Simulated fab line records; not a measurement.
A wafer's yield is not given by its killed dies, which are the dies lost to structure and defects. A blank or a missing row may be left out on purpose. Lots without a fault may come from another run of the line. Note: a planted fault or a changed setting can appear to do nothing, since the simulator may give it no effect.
Matching of chambers || flow n5_finfet || 4 sister chambers for N5_BEOL_M4_STRIP_66 on rie_diel-01
The step strips in CF4. 8 wafers are shown with their chamber, then 7 later ones without.

EACH WAFER AND ITS CHAMBER
{"wafer": "L077.6", "chamber": 3, "drypump_motor_current_A (A)": 6.1, "throttle_valve_pct (%)": 13.52}
{"wafer": "L081.4", "chamber": 3, "drypump_motor_current_A (A)": 6.0, "throttle_valve_pct (%)": 13.52}
{"wafer": "L081.6", "chamber": 1, "drypump_motor_current_A (A)": 6.7, "throttle_valve_pct (%)": 13.51}
{"wafer": "L087.2", "chamber": 2, "drypump_motor_current_A (A)": 5.1, "throttle_valve_pct (%)": 13.09}
{"wafer": "L087.3", "chamber": 0, "drypump_motor_current_A (A)": 6.0, "throttle_valve_pct (%)": 13.58}
{"wafer": "L087.5", "chamber": 1, "drypump_motor_current_A (A)": 6.7, "throttle_valve_pct (%)": 13.54}
{"wafer": "L089.1", "chamber": 2, "drypump_motor_current_A (A)": 5.1, "throttle_valve_pct (%)": 13.08}
{"wafer": "L089.2", "chamber": 0, "drypump_motor_current_A (A)": 6.0, "throttle_valve_pct (%)": 13.60}

WAFERS WITHOUT THEIR CHAMBER
{"wafer": "L089.5", "drypump_motor_current_A (A)": 5.2, "throttle_valve_pct (%)": 13.12}
{"wafer": "L090.1", "drypump_motor_current_A (A)": 6.1, "throttle_valve_pct (%)": 13.58}
{"wafer": "L090.3", "drypump_motor_current_A (A)": 6.7, "throttle_valve_pct (%)": 13.57}
{"wafer": "L090.4", "drypump_motor_current_A (A)": 5.1, "throttle_valve_pct (%)": 13.11}
{"wafer": "L097.1", "drypump_motor_current_A (A)": 6.0, "throttle_valve_pct (%)": 13.65}
{"wafer": "L097.5", "drypump_motor_current_A (A)": 6.1, "throttle_valve_pct (%)": 13.62}
{"wafer": "L097.6", "drypump_motor_current_A (A)": 6.0, "throttle_valve_pct (%)": 13.65}

EACH ONE'S CHAMBER
{"wafer": "L089.5", "from the rows above": 2, "in truth": 2}
{"wafer": "L090.1", "from the rows above": "can't be placed: 0 or 3", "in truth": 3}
{"wafer": "L090.3", "from the rows above": 1, "in truth": 1}
{"wafer": "L090.4", "from the rows above": 2, "in truth": 2}
{"wafer": "L097.1", "from the rows above": 0, "in truth": 0}
{"wafer": "L097.5", "from the rows above": 0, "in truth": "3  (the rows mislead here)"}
{"wafer": "L097.6", "from the rows above": 0, "in truth": 0}
Correctly placed: 5 of 7. These rows do not allow placing 1 (true chamber among the candidates in 1). 1 placed wrongly.
How it was worked out, from the rows above alone: a wafer's distance from a chamber is the root of the sum, over the readings, of the square of ((its reading less the chamber's mean) divided by the reading's scatter). If the next closest chamber is less than 2 further off than the closest, the wafer can't be placed; otherwise it belongs to the closest. Each chamber's mean is taken over the wafers shown for it. The scatter: take each reading less its chamber's mean, square it, sum over the shown wafers, divide by the number of wafers less the number of chambers, and take the root.
